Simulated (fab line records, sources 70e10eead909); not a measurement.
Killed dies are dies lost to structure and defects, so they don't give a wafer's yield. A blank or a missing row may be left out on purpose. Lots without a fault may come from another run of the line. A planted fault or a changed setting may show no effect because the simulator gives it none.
Which tool did it? | flow nand_harc | 6 lots, 18 wafers sampled, at 5 steps of a route of 1302

WHAT THE GAUGES READ, wafer by wafer
NHARC_END_SORT_01.
lot  | measured     | on        | killed_short
L137 | day 24 18:27 | prober-01 | 4 4 1
L149 | day 29 08:14 | prober-02 | 3 5 2

WHICH TOOL RAN EACH LOT (tool, then ch and the chambers of the sampled wafers, then the start)
lot  | NHARC_P_M0_DEP_32              | NHARC_P_M1_ETCH_15                 | NHARC_P_M1_DEGAS_29          | NHARC_P_M1_PVD_21
L137 | pecvd-04 ch 0,1,2, day 6 11:35 | rie_diel-10 ch 1,2,3, day 6 13:15  | pvd_sputter-02, day 6 14:07  | pvd_sputter-02, day 24 18:27 or earlier
L140 | pecvd-04 ch 0,1, day 7 14:56   | rie_diel-06 ch 1,2,3, day 7 16:33  | pvd_sputter-03, day 7 17:23  | pvd_sputter-03, no start
L149 | pecvd-04 ch 0,1, day 11 09:05  | rie_diel-07 ch 0,2,3, day 11 10:39 | pvd_sputter-01, day 11 11:30 | pvd_sputter-01, day 29 08:14 or earlier
L155 | pecvd-04 ch 0,1, day 14 07:21  | rie_diel-10 ch 0,1,3, day 14 08:54 | pvd_sputter-01, day 14 09:45 | pvd_sputter-01, no start
L158 | pecvd-01 ch 0,1, day 14 23:46  | rie_diel-07 ch 2,3, day 15 01:20   | pvd_sputter-02, day 15 02:10 | pvd_sputter-02, no start
L159 | pecvd-04 ch 0,2, day 15 17:17  | rie_diel-10 ch 0,1,2, day 15 18:53 | pvd_sputter-02, day 15 19:44 | pvd_sputter-02, no start
- NHARC_P_M0_DEP_32: deposits SiCN, target thk 30 nm.
- NHARC_P_M1_ETCH_15: etches the open film in C4F8/Ar, target depth 182.5 nm, time 91.2 s.
- NHARC_P_M1_DEGAS_29: time 60 s.
- NHARC_P_M1_PVD_21: deposits Cu, target thk 30 nm, time 20.49 s.

THE ANSWER, worked out from the rows above alone
Rule: what is usual is taken from the lots themselves. Put in order of their means at a reading, lots are off if they are a third of the lots or fewer, leave a main group of 4 or more, and stand apart from it by a gap of 3 or more times the standard deviation of the main group's means; of several such gaps the widest counts. A main group whose means are all the same, to the digits that the tables above print for the reading, isn't used. A lot without any number at a reading at which 4 lots or more have one is off too. The other lots that the step has rows for count as sound.
No lot is off at any reading shown: from this, nothing can be told.

WHAT THE SIMULATOR HAD PUT IN
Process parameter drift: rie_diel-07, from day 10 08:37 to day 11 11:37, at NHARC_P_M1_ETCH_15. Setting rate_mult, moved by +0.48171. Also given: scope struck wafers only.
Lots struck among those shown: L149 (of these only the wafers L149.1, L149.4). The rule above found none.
